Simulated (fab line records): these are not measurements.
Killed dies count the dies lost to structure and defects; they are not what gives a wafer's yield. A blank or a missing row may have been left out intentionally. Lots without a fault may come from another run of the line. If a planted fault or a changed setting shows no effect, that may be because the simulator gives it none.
fab line records | flow nandHarc
[record] lots = 12 | wafers = 33 | lastDay = 34
route steps=1302 shown A_STAIRCASE@752 END@1302
lots with no fault: from the same line, run without faults
startH: hours from the record's first day to the start of the lot's first wafer shown | waitH: hours elapsed since this lot's preceding step | " the same as in the row above | L1.1+2: one row covering several wafers at once | - no value, or no start was given | * or withheld: withheld | < > ~ a bound
route shown NAME@n: names a module that has steps shown in the file, with the first one's number in the route | usual: average and standard deviation across the fault-free wafers | same: alike in all rows | chamber/n: place in a boat | sites: each site's reading | _std_site: the standard deviation of these | _edge_site: inner sites' mean taken away from outer sites' mean | radiusMm: how far each site lies from the wafer's centre | mask NAME#n: copy n | behind: the tool/chamber that last shaped the wafer | hold: cause of the lot's hold/its duration in hours/its outcome | device: the n, p or np transistor that did not switch | end of line: at the end of the route, the tests of the same wafers | for a step that has no rows: nothing shown but its recipe | killed: dies that structure and defects cost at the first sort, which is not the same as the wafer's yield | map: a wafer's dies, marking killed ones x, the rest . and places with no die _
set.NAME: the setting the step ran with; set.NAME@STEP: the setting that earlier step ran with | model.NAME: the simulator's own value behind a step, which no gauge read
the route's steps for a sample of lots (tables are steps, rows are wafers)
services: a tool's chamber out of use, with start hour (startH, from the record's first day; less than 0 if before it), hours out, and reason
[[steps]]
[step NHARC_A_STAIRCASE_STRIP_238]
[recipe] powerW = 1500 | tempC = 250 | chemistry = O2
[usual] drypumpMotorCurrentA = 5.7/0.45 | heaterPowerW = 340/18 | rfReflPowerW = 24/7.5
lot.wafer | tool           | chamber | startH | waitH | drypumpMotorCurrentA | heaterPowerW | rfHoursCounterH | rfReflPowerW
L947.1    | plasmaAsher-02 | 1       | 391.66 | 0.2   | 5.1                  | 333          | 30              | 34
L947.6    | "              | 1       | "      | "     | 5.1                  | 340          | -               | 35
L947.5    | "              | 0       | "      | "     | 5.7                  | 356          | -               | 27
L951.2    | plasmaAsher-02 | 1       | 441.82 | 0.1   | 5.1                  | 329          | 2               | -
L951.3    | "              | 0       | "      | "     | 5.7                  | 368          | -               | -
L952.2    | plasmaAsher-01 | 1       | 457.98 | 0.1   | 6.3                  | 343          | 21              | 16
L957.2    | plasmaAsher-02 | 1       | 510.21 | 0.1   | 5.0                  | 322          | 18              | 37
L957.6    | "              | 1       | "      | "     | 5.1                  | 329          | -               | 34
L957.5    | "              | 0       | "      | "     | 5.7                  | 371          | -               | 26
L958.1    | plasmaAsher-01 | 1       | 510.97 | 0.1   | 6.2                  | 351          | 29              | 16
L958.2    | "              | 0       | "      | "     | 6.0                  | 313          | 29              | 16
L958.3    | "              | 1       | "      | "     | 6.2                  | 340          | -               | 16
L960.2    | plasmaAsher-01 | 1       | 518.72 | 0.1   | 6.3                  | 340          | 31              | 17
L960.1    | "              | 0       | "      | "     | 6.0                  | 311          | 31              | 17
L960.4    | "              | 0       | "      | "     | 6.0                  | 320          | -               | 16
L959.2    | plasmaAsher-02 | 1       | 521.27 | 0.1   | 5.1                  | 339          | 20              | -
L959.3    | "              | 1       | "      | "     | 5.0                  | 327          | -               | -
L959.4    | "              | 0       | "      | "     | 5.7                  | 367          | -               | -
L961.3    | plasmaAsher-01 | 1       | 551.38 | 0.9   | 6.3                  | 330          | -               | 17
L961.4    | "              | 0       | "      | "     | 6.0                  | 327          | -               | 17
L961.5    | "              | 0       | "      | "     | 6.0                  | 328          | -               | 17
L962.2    | plasmaAsher-01 | 1       | 556.56 | 0.1   | 6.3                  | 334          | 8               | 17
L962.3    | "              | 0       | "      | "     | 6.0                  | 326          | -               | 17
L962.5    | "              | 0       | "      | "     | 6.0                  | 340          | -               | 17
L964.3    | plasmaAsher-01 | 1       | 560.86 | 0.2   | 6.2                  | 326          | -               | 17
L964.4    | "              | 0       | "      | "     | 6.0                  | 326          | -               | 17
L964.6    | "              | 1       | "      | "     | 6.2                  | 329          | -               | 16
L965.4    | plasmaAsher-01 | 0       | 574.54 | 0.2   | 6.0                  | 335          | -               | -
L965.5    | "              | 0       | "      | "     | 6.0                  | 332          | -               | -
L965.6    | "              | 1       | "      | "     | 6.3                  | 334          | -               | -
L967.1    | plasmaAsher-02 | 1       | 594.85 | 0.1   | 5.1                  | 332          | 35              | 35
L967.4    | "              | 1       | "      | "     | 5.0                  | 338          | -               | 33
L967.6    | "              | 1       | "      | "     | 5.1                  | 335          | -               | 35
[step NHARC_A_STAIRCASE_STRIP_254]
[recipe] powerW = 1500 | tempC = 250 | chemistry = O2
[usual] drypumpMotorCurrentA = 5.8/0.44 | heaterPowerW = 339/19 | rfReflPowerW = 23/7.4
lot.wafer | tool           | chamber | startH | waitH | drypumpMotorCurrentA | heaterPowerW | rfHoursCounterH | rfReflPowerW
L947.1    | plasmaAsher-01 | 0       | 393.36 | -     | 6.0                  | 319          | 9               | 16
L947.5    | "              | 0       | "      | "     | 6.0                  | 318          | -               | 17
L947.6    | "              | 1       | "      | "     | 6.3                  | 343          | -               | 17
L951.2    | plasmaAsher-01 | 0       | 443.38 | -     | 6.0                  | 314          | 18              | -
L951.3    | "              | 0       | "      | "     | 6.0                  | 306          | -               | -
L952.2    | plasmaAsher-02 | 1       | 459.51 | -     | 5.0                  | 340          | 6               | -
L957.2    | plasmaAsher-01 | 0       | 511.92 | -     | 6.0                  | 313          | 30              | 17
L957.5    | "              | 0       | "      | "     | 6.0                  | 313          | -               | 17
L957.6    | "              | 1       | "      | "     | 6.3                  | 351          | -               | 16
L958.1    | plasmaAsher-02 | 0       | 512.66 | -     | 5.7                  | 370          | 19              | -
L958.2    | "              | 1       | "      | "     | 5.1                  | 341          | 19              | -
L958.3    | "              | 0       | "      | "     | 5.7                  | 381          | -               | -
L960.1    | plasmaAsher-02 | 1       | 520.28 | -     | 5.1                  | 339          | 20              | 35
L960.2    | "              | 0       | "      | "     | 5.7                  | 362          | 20              | 26
L960.4    | "              | 0       | "      | "     | 5.7                  | 372          | -               | 27
L959.2    | plasmaAsher-02 | 0       | 522.88 | -     | 5.7                  | 367          | 21              | 27
L959.3    | "              | 1       | "      | "     | 5.1                  | 334          | -               | 34
L959.4    | "              | 0       | "      | "     | 5.7                  | 366          | -               | 26
L961.3    | plasmaAsher-01 | 0       | 553.09 | -     | 6.0                  | 330          | -               | 17
L961.4    | "              | 1       | "      | "     | 6.3                  | 330          | -               | 17
L961.5    | "              | 1       | "      | "     | 6.2                  | 328          | -               | 17
L962.2    | plasmaAsher-01 | 0       | 558.30 | -     | 6.0                  | 338          | 9               | 17
L962.3    | "              | 1       | "      | "     | 6.3                  | 335          | -               | 17
L962.5    | "              | 0       | "      | "     | 6.0                  | 334          | -               | 17
L964.4    | plasmaAsher-02 | 1       | 562.55 | -     | 5.1                  | 335          | -               | 34
L964.3    | "              | 0       | "      | "     | 5.7                  | 370          | -               | 27
L964.6    | "              | 1       | "      | "     | 5.1                  | 339          | -               | 36
L965.4    | plasmaAsher-01 | 1       | 576.33 | -     | 6.3                  | 340          | -               | 17
L965.5    | "              | 0       | "      | "     | 6.0                  | 341          | -               | 17
L965.6    | "              | 1       | "      | "     | 6.3                  | 326          | -               | 17
L967.1    | plasmaAsher-01 | 1       | 596.55 | -     | 6.3                  | 325          | 18              | 16
L967.4    | "              | 1       | "      | "     | 6.2                  | 327          | -               | 16
L967.6    | "              | 0       | "      | "     | 6.0                  | 338          | -               | 18
[step NHARC_A_STAIRCASE_ETCH_273]
[recipe] targetDepthA = 1.02e+05 | timeS = 2468.6 | ionEnergyEv = 800 | c4f8FlowSccm = 80 | o2FlowSccm = 60 | arFlowSccm = withheld | rfW = 600 | biasW = 3000 | chemistry = C4F8/O2/Ar
[usual] biasW = 3001/9.1 | chamberPressureMTorr = 25.005/0.023 | oesProductAu = 0.936/0.012 | rfFwdPowerW = 599.9/1.9 | rfVppV = 1820/11
lot.wafer | tool       | chamber | startH | waitH | biasW | chamberPressureMTorr | oesProductAu | rfFwdPowerW | rfHoursCounterH | rfVppV
L947.1    | rieDiel-06 | 2       | -      | -     | 3012  | 25.007               | 0.917        | 598.6       | 26              | 1818
L947.5    | "          | 3       | "      | "     | 3004  | 25.028               | 0.935        | 599.0       | -               | 1847
L947.6    | "          | 0       | "      | "     | 2999  | 24.991               | 0.914        | 601.6       | -               | 1827
L951.2    | rieDiel-02 | 1       | -      | -     | 2997  | 24.946               | 0.935        | 598.9       | 11              | 1815
L951.3    | "          | 2       | "      | "     | 3017  | 25.009               | 0.933        | 602.6       | 13              | 1827
L952.2    | rieDiel-06 | 1       | -      | -     | 3001  | 25.027               | 0.938        | 597.6       | 30              | 1833
L957.2    | rieDiel-04 | 1       | -      | -     | 3011  | 24.973               | 0.937        | 604.3       | 45              | 1816
L957.6    | "          | 2       | "      | "     | 2997  | 24.983               | 0.912        | 598.3       | -               | 1813
L957.5    | "          | 3       | "      | "     | 2994  | 25.013               | 0.921        | 598.7       | -               | 1808
L958.2    | rieDiel-04 | 1       | -      | -     | 2988  | 24.986               | 0.935        | 602.3       | 45              | 1815
L958.3    | "          | 3       | "      | "     | 2996  | 24.996               | 0.924        | 596.0       | 51              | 1808
L958.1    | "          | 0       | "      | "     | 3009  | 25.004               | 0.938        | 599.5       | 47              | 1810
L960.2    | rieDiel-04 | 3       | -      | -     | 3014  | 24.960               | 0.931        | 597.3       | 57              | 1808
L960.4    | "          | 0       | "      | "     | 3014  | 24.979               | 0.937        | 599.3       | 52              | 1811
L960.1    | "          | 1       | "      | "     | 3001  | 25.014               | 0.944        | 598.8       | 50              | 1816
L959.3    | rieDiel-06 | 3       | -      | -     | 3002  | 24.974               | 0.938        | 594.5       | 11              | 1844
L959.2    | "          | 2       | "      | "     | 3004  | 25.001               | 0.941        | 599.3       | 11              | 1816
L959.4    | "          | 1       | "      | "     | 3017  | 24.989               | 0.946        | 601.8       | -               | 1833
L961.3    | rieDiel-04 | 2       | -      | -     | 3006  | 25.021               | 0.937        | 601.5       | 5               | 1813
L961.4    | "          | 1       | "      | "     | 2998  | 24.971               | 0.944        | 598.7       | 6               | 1814
L961.5    | "          | 2       | "      | "     | 3006  | 24.959               | 0.930        | 598.9       | -               | 1813
L962.3    | rieDiel-02 | 1       | -      | -     | 3009  | 25.005               | 0.952        | 599.4       | 46              | 1816
L962.2    | "          | 2       | "      | "     | 3010  | 25.009               | 0.960        | 600.1       | 50              | 1826
L962.5    | "          | 1       | "      | "     | 2995  | 24.993               | 0.957        | 600.2       | -               | 1815
L964.3    | rieDiel-04 | 0       | -      | -     | 2987  | 25.004               | 0.944        | 599.0       | 7               | 1810
L964.4    | "          | 0       | "      | "     | 2990  | 25.052               | 0.943        | 599.1       | -               | 1810
L964.6    | "          | 3       | "      | "     | 3004  | 24.980               | 0.931        | 600.1       | -               | 1846
L965.6    | rieDiel-04 | 1       | -      | -     | 3016  | 24.969               | 0.919        | 603.2       | -               | 1814
L965.4    | "          | 2       | "      | "     | 3007  | 25.002               | 0.916        | 601.7       | -               | 1812
L965.5    | "          | 0       | "      | "     | 3007  | 25.019               | 0.929        | 596.2       | -               | 1809
L967.1    | rieDiel-02 | 3       | -      | -     | 3015  | 25.042               | 0.952        | 601.0       | 12              | 1809
L967.4    | "          | 1       | "      | "     | 2987  | 25.015               | 0.943        | 600.1       | 11              | 1813
L967.6    | "          | 2       | "      | "     | 3004  | 25.062               | 0.937        | 596.5       | -               | 1826
[step NHARC_A_STAIRCASE_DESCUM_291]
[recipe] timeS = 3 | o2FlowSccm = 200 | arFlowSccm = 0 | biasPowerW = 0 | chemistry = O2
[usual] chamberPressureMTorr = 59.99/0.055 | drypumpMotorCurrentA = 5.94/0.25 | oesProductAu = 1.002/0.01 | rfVppV = 57.6/0.91 | runLengthS = 23.89/0.29 | showerheadPlenumPTorr = 1.87/0.093 | throttleValvePct = 11.311/0.0098
lot.wafer | tool       | chamber | startH | waitH | chamberPressureMTorr | drypumpMotorCurrentA | oesProductAu | rfHoursCounterH | rfVppV | runLengthS | showerheadPlenumPTorr | throttleValvePct
L947.1    | rieDiel-06 | 3       | 406.66 | -     | 59.90                | 5.74                 | 0.990        | 27              | 56.7   | 23.82      | 2.07                  | 11.314
L947.6    | "          | 2       | "      | "     | 59.92                | 6.22                 | 0.981        | -               | 56.5   | 23.82      | 1.84                  | 11.318
L947.5    | "          | 3       | "      | "     | 59.92                | 5.74                 | 1.000        | -               | 58.3   | 23.97      | 2.07                  | 11.318
L951.3    | rieDiel-06 | 1       | 454.92 | -     | 60.07                | 6.05                 | 1.019        | 26              | 58.4   | 25.05      | 1.97                  | 11.308
L951.2    | "          | 3       | "      | "     | 60.03                | 5.75                 | 1.007        | 43              | 58.4   | 25.11      | 2.06                  | 11.321
L952.2    | rieDiel-06 | 1       | 475.58 | -     | 60.07                | 6.04                 | 1.018        | 34              | 59.4   | 25.13      | 1.97                  | 11.315
L957.2    | rieDiel-02 | 2       | 523.97 | -     | 60.04                | 6.12                 | 1.009        | 38              | 57.5   | 23.88      | 1.92                  | 11.320
L957.6    | "          | 0       | "      | "     | 60.06                | 5.88                 | 0.991        | -               | 57.2   | 23.71      | 1.79                  | 11.325
L957.5    | "          | 1       | "      | "     | 60.06                | 5.80                 | 1.002        | -               | 57.2   | 23.55      | 1.82                  | 11.308
L958.1    | rieDiel-02 | 0       | 528.45 | -     | 60.00                | 5.94                 | 0.994        | 31              | 57.5   | 23.71      | 1.79                  | 11.313
L958.2    | "          | 1       | "      | "     | 59.93                | 5.78                 | 1.002        | 37              | 56.8   | 23.53      | 1.82                  | 11.319
L958.3    | "          | 2       | "      | "     | 60.01                | 6.12                 | 1.021        | 39              | 57.9   | 23.85      | 1.92                  | 11.294
L960.2    | rieDiel-02 | 1       | 536.81 | -     | 59.92                | 5.80                 | 1.006        | 38              | 57.3   | 23.60      | 1.82                  | 11.296
L960.4    | "          | 2       | "      | "     | 60.07                | 6.09                 | 1.013        | 41              | 56.7   | 23.93      | 1.91                  | 11.318
L960.1    | "          | 0       | "      | "     | 60.05                | 5.95                 | 1.003        | 32              | 55.8   | 23.57      | 1.79                  | 11.324
L959.3    | rieDiel-06 | 2       | 540.31 | -     | 59.93                | 6.20                 | 0.995        | 17              | 59.3   | 24.10      | 1.83                  | 11.308
L959.2    | "          | 3       | "      | "     | 60.06                | 5.76                 | 0.997        | 17              | 59.6   | 23.53      | 2.05                  | 11.315
L959.4    | "          | 0       | "      | "     | 59.95                | 5.16                 | 0.999        | 9               | 59.3   | 23.69      | 1.90                  | 11.322
L961.3    | rieDiel-06 | 2       | 565.68 | -     | 59.94                | 6.21                 | 1.000        | 26              | 56.7   | 23.77      | 1.83                  | 11.318
L961.5    | "          | 2       | "      | "     | 60.05                | 6.20                 | 0.986        | -               | 58.8   | 23.95      | 1.83                  | 11.325
L961.4    | "          | 1       | "      | "     | 59.97                | 6.02                 | 1.006        | -               | 58.1   | 24.17      | 1.96                  | 11.310
L962.3    | rieDiel-06 | 1       | 571.21 | -     | 59.98                | 6.03                 | 1.020        | 24              | 58.3   | 24.10      | 1.96                  | 11.306
L962.2    | "          | 2       | "      | "     | 60.04                | 6.21                 | 1.011        | 28              | 58.1   | 23.87      | 1.83                  | 11.308
L962.5    | "          | 1       | "      | "     | 59.99                | 6.02                 | 1.019        | -               | 58.8   | 24.13      | 1.96                  | 11.304
L964.3    | rieDiel-06 | 1       | 572.96 | -     | 60.03                | 6.04                 | 1.012        | 25              | 57.4   | 24.52      | 1.96                  | 11.305
L964.4    | "          | 2       | "      | "     | 60.00                | 6.22                 | 1.009        | -               | 57.4   | 23.79      | 1.83                  | 11.305
L964.6    | "          | 3       | "      | "     | 59.89                | 5.76                 | 1.017        | -               | 58.9   | 24.08      | 2.05                  | 11.326
L965.4    | rieDiel-06 | 0       | 586.84 | -     | 60.06                | 5.15                 | 0.981        | -               | 58.1   | 23.57      | 1.90                  | 11.300
L965.5    | "          | 1       | "      | "     | 59.94                | 6.03                 | 1.006        | -               | 56.3   | 24.14      | 1.96                  | 11.313
L965.6    | "          | 2       | "      | "     | 59.98                | 6.21                 | 1.002        | -               | 57.2   | 24.05      | 1.82                  | 11.308
L967.1    | rieDiel-04 | 0       | 617.94 | -     | 60.06                | 5.66                 | 1.012        | 24              | 57.8   | 23.78      | 1.78                  | 11.312
L967.4    | "          | 1       | "      | "     | 59.92                | 5.98                 | 1.016        | 25              | 56.1   | 23.22      | 1.81                  | 11.318
L967.6    | "          | 0       | "      | "     | 59.98                | 5.66                 | 1.012        | -               | 57.0   | 23.90      | 1.78                  | 11.310
[step NHARC_END_SORT_01]
[recipe] tempC = 25
[usual] killedAtArray = 58/20 | killedAtOther = 0.8/1 | killedAtPeriphery = 4.6/2.8 | killedDies = 63/19 | killedOpen = 3.4/2 | killedShort = 2.4/1.8
[same] grossDies = 677
lot.wafer | tool      | chamber | startH | waitH | killedAtArray | killedAtOther | killedAtPeriphery | killedDies | killedOpen | killedShort
L951.3    | prober-02 | 0       | 644.41 | 3.1   | 47            | 0             | 1                 | 48         | 4          | 1
L952.2    | prober-01 | 0       | 649.91 | 2.8   | 64            | 0             | 6                 | 70         | 2          | 3
L964.3    | prober-01 | 0       | 751.19 | 3.1   | 66            | 1             | 2                 | 69         | 1          | 4
L964.4    | prober-01 | 0       | 751.99 | 3.4   | 38            | 0             | 5                 | 43         | 3          | 2
L964.6    | prober-01 | 0       | 753.59 | 4.0   | 66            | 0             | 6                 | 72         | 2          | 1
L961.3    | prober-01 | 0       | 763.07 | 3.1   | 33            | 0             | 6                 | 39         | 3          | 4
L961.4    | prober-01 | 0       | 763.87 | 3.4   | 47            | 0             | 2                 | 49         | 4          | 1
L961.5    | prober-01 | 0       | 764.67 | 3.7   | 65            | 0             | 3                 | 68         | 4          | 2
L962.2    | prober-01 | 0       | 770.05 | 2.8   | 48            | 1             | 3                 | 52         | 4          | 4
L962.3    | prober-01 | 0       | 770.86 | 3.1   | 80            | 1             | 4                 | 85         | 0          | 1
L962.5    | prober-01 | 0       | 772.47 | 3.7   | 46            | 0             | 9                 | 55         | 7          | 3
L965.4    | prober-02 | 0       | 777.56 | 3.4   | 61            | 0             | 9                 | 70         | 5          | 4
L965.5    | prober-02 | 0       | 778.36 | 3.7   | 48            | 0             | 5                 | 53         | 2          | 0
L965.6    | prober-02 | 0       | 779.17 | 4.0   | 49            | 0             | 7                 | 56         | 4          | 6
// killed by level:class
L951.3 A_SLIT:chamberFilmFlake=21 A_CHANNEL_HOLE_D2:chamberFilmFlake=10 A_CHANNEL_FILL_D1:chamberFilmFlake=3 A_CHANNEL_HOLE_D1:chamberFilmFlake=2 A_CHANNEL_HOLE_D1:geometricParticle:open=1 A_CHANNEL_FILL_D2:geometricParticle:open=1 A_WL_FILL:geometricParticle:open=1 A_WL_FILL:geometricParticle:short=1
L952.2 A_CHANNEL_HOLE_D1:chamberFilmFlake=32 A_CHANNEL_HOLE_D2:chamberFilmFlake=17 P_CONTACT:chamberFilmFlake=4 A_DECK1_JOINT:chamberFilmFlake=3 A_ZERO_WELL:chamberFilmFlake=2 A_WL_FILL:chamberFilmFlake=2 A_CONTACT:chamberFilmFlake=2 A_M1:chamberFilmFlake=2
L964.3 A_SLIT:chamberFilmFlake=31 A_CHANNEL_HOLE_D1:chamberFilmFlake=14 A_CONTACT:chamberFilmFlake=5 A_CHANNEL_FILL_D1:chamberFilmFlake=4 A_M1:chamberFilmFlake=4 A_WL_FILL:geometricParticle:short=3 A_ONON_D1:geometricParticle:short=1 A_CONTACT:geometricParticle:open=1
L964.4 A_SLIT:chamberFilmFlake=17 A_CHANNEL_HOLE_D1:chamberFilmFlake=7 A_CONTACT:chamberFilmFlake=3 P_M0:chamberFilmFlake=2 A_M1:chamberFilmFlake=2 P_M0:geometricParticle:open=1 A_DECK1_JOINT:geometricParticle:short=1 A_SGD_CUT:geometricParticle:open=1
L964.6 A_SLIT:chamberFilmFlake=36 A_CHANNEL_HOLE_D1:chamberFilmFlake=12 A_CONTACT:chamberFilmFlake=5 P_GATE:chamberFilmFlake=4 A_M1:chamberFilmFlake=3 A_CHANNEL_FILL_D1:chamberFilmFlake=2 A_DECK1_JOINT:chamberFilmFlake=2 A_ONON_D1:geometricParticle:open=1
L961.3 A_SLIT:chamberFilmFlake=22 A_CHANNEL_HOLE_D1:chamberFilmFlake=4 P_M0:geometricParticle:short=2 A_WL_FILL:chamberFilmFlake=2 A_CONTACT:chamberFilmFlake=2 P_M0:geometricParticle:open=1 P_M1:geometricParticle:open=1 A_WL_FILL:geometricParticle:short=1
L961.4 A_SLIT:chamberFilmFlake=25 A_CHANNEL_HOLE_D1:chamberFilmFlake=8 A_STAIRCASE:chamberFilmFlake=3 A_CONTACT:chamberFilmFlake=3 A_WL_FILL:geometricParticle:open=2 A_WL_FILL:chamberFilmFlake=2 A_ONON_D1:geometricParticle:open=1 A_ONON_D2:geometricParticle:short=1
L961.5 A_SLIT:chamberFilmFlake=39 A_CHANNEL_HOLE_D1:chamberFilmFlake=13 A_STAIRCASE:chamberFilmFlake=5 A_WL_FILL:chamberFilmFlake=2 P_M1:geometricParticle:open=1 A_DECK1_JOINT:geometricParticle:short=1 A_ONON_D2:geometricParticle:short=1 A_ONON_D2:geometricParticle:open=1
L962.2 A_SLIT:chamberFilmFlake=20 A_CHANNEL_HOLE_D1:chamberFilmFlake=11 A_WL_FILL:chamberFilmFlake=3 A_CONTACT:chamberFilmFlake=3 A_CHANNEL_HOLE_D1:geometricParticle:open=2 A_CHANNEL_FILL_D2:geometricParticle:short=2 A_STAIRCASE:chamberFilmFlake=2 P_GATE:geometricParticle:short=1
L962.3 A_SLIT:chamberFilmFlake=34 A_CHANNEL_HOLE_D1:chamberFilmFlake=30 A_CHANNEL_HOLE_D2:chamberFilmFlake=4 A_WL_FILL:chamberFilmFlake=4 A_CONTACT:chamberFilmFlake=4 P_ZERO_WELL:chamberFilmFlake=3 A_STAIRCASE:chamberFilmFlake=2 A_DECK1_JOINT:geometricParticle:short=1
L962.5 A_CHANNEL_HOLE_D1:chamberFilmFlake=15 A_SLIT:chamberFilmFlake=15 A_CONTACT:chamberFilmFlake=7 P_CONTACT:geometricParticle:open=3 P_ZERO_WELL:chamberFilmFlake=3 P_CONTACT:geometricParticle:short=1 P_M0:geometricParticle:open=1 A_CHANNEL_HOLE_D1:geometricParticle:short=1
L965.4 A_CHANNEL_HOLE_D2:chamberFilmFlake=29 A_SLIT:chamberFilmFlake=9 A_CONTACT:chamberFilmFlake=7 P_GATE:chamberFilmFlake=5 A_CHANNEL_HOLE_D1:chamberFilmFlake=3 A_WL_FILL:geometricParticle:open=2 A_M0:geometricParticle:short=2 P_M1:chamberFilmFlake=2
L965.5 A_CHANNEL_HOLE_D2:chamberFilmFlake=25 A_SLIT:chamberFilmFlake=11 A_CONTACT:chamberFilmFlake=8 P_GATE:chamberFilmFlake=4 P_STI:geometricParticle:open=1 A_CHANNEL_FILL_D1:geometricParticle:open=1 A_ZERO_WELL:chamberFilmFlake=1 A_CHANNEL_HOLE_D1:unspecified=1
L965.6 A_CHANNEL_HOLE_D2:chamberFilmFlake=16 A_SLIT:chamberFilmFlake=6 A_CHANNEL_HOLE_D1:unspecified=5 A_CONTACT:chamberFilmFlake=5 P_GATE:chamberFilmFlake=4 A_BONDPAD:chamberFilmFlake=3 A_ONON_D1:geometricParticle:short=2 A_SGD_CUT:geometricParticle:open=2
[[services]]
tool           | chamber | startH | hours | kind
rieDiel-06     | 0       | 390.87 | -     | clean
rieDiel-06     | 1       | 390.87 | -     | clean
rieDiel-06     | 2       | 390.87 | -     | clean
rieDiel-06     | 3       | 390.87 | -     | clean
rieDiel-02     | -       | 393.77 | 9.0   | pm
plasmaAsher-02 | -       | 426.83 | 9.0   | pm
plasmaAsher-01 | -       | 467.65 | 9.1   | repair
rieDiel-06     | -       | 485.34 | 9.0   | pm
rieDiel-02     | 2       | 500.57 | 1.9   | repair
rieDiel-04     | 2       | 506.47 | 6.2   | repair
plasmaAsher-01 | -       | 519.17 | 9.0   | pm
plasmaAsher-01 | 0       | 519.17 | 9.0   | ventCycle
plasmaAsher-01 | 1       | 519.17 | 9.0   | ventCycle
rieDiel-06     | 0       | 524.67 | 9.9   | repair
plasmaAsher-01 | 0       | 528.17 | -     | clean
plasmaAsher-01 | 1       | 528.17 | -     | clean
rieDiel-04     | -       | 532.18 | 9.0   | pm
plasmaAsher-02 | -       | 542.65 | 12.6  | repair
rieDiel-06     | 1       | 551.05 | 2.3   | repair
rieDiel-06     | 0       | 565.19 | 10.4  | repair
rieDiel-02     | -       | 573.36 | 9.0   | pm
rieDiel-06     | 2       | 589.06 | 6.9   | repair
plasmaAsher-02 | -       | 603.83 | 9.0   | pm
rieDiel-06     | 1       | 611.16 | 8.6   | repair
[[key]]
[firstSign] step = NHARC_A_STAIRCASE_DESCUM_291 | reading = runLengthS | direction = up | sigmas = 4.2 | usual = * | struck = *
effect none on later readings
metAt NHARC_A_STAIRCASE_DESCUM_291
struckLots L951,L952
testerLeftOut L951,L952
notActingAt NHARC_A_STAIRCASE_STRIP_238,NHARC_A_STAIRCASE_STRIP_254,NHARC_A_STAIRCASE_ETCH_273
onsetBetween 406.66 454.92
[fault] kind = processParameterDrift | tool = rieDiel-06 | chamber = - | onsetH = 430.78 | steps = NHARC_A_STAIRCASE_DESCUM_291 | channel = timeS | offset = * | shape = step | endH = 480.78 | actsIn = * | stated = *
// testerLeftOut: of these lots the tester's yield and bins aren't shown, on N5 and GAA mostly nor the transistor test; their killed dies are dies lost to structure and defects alone, not to doping, threshold or leakage, so they don't give the yield
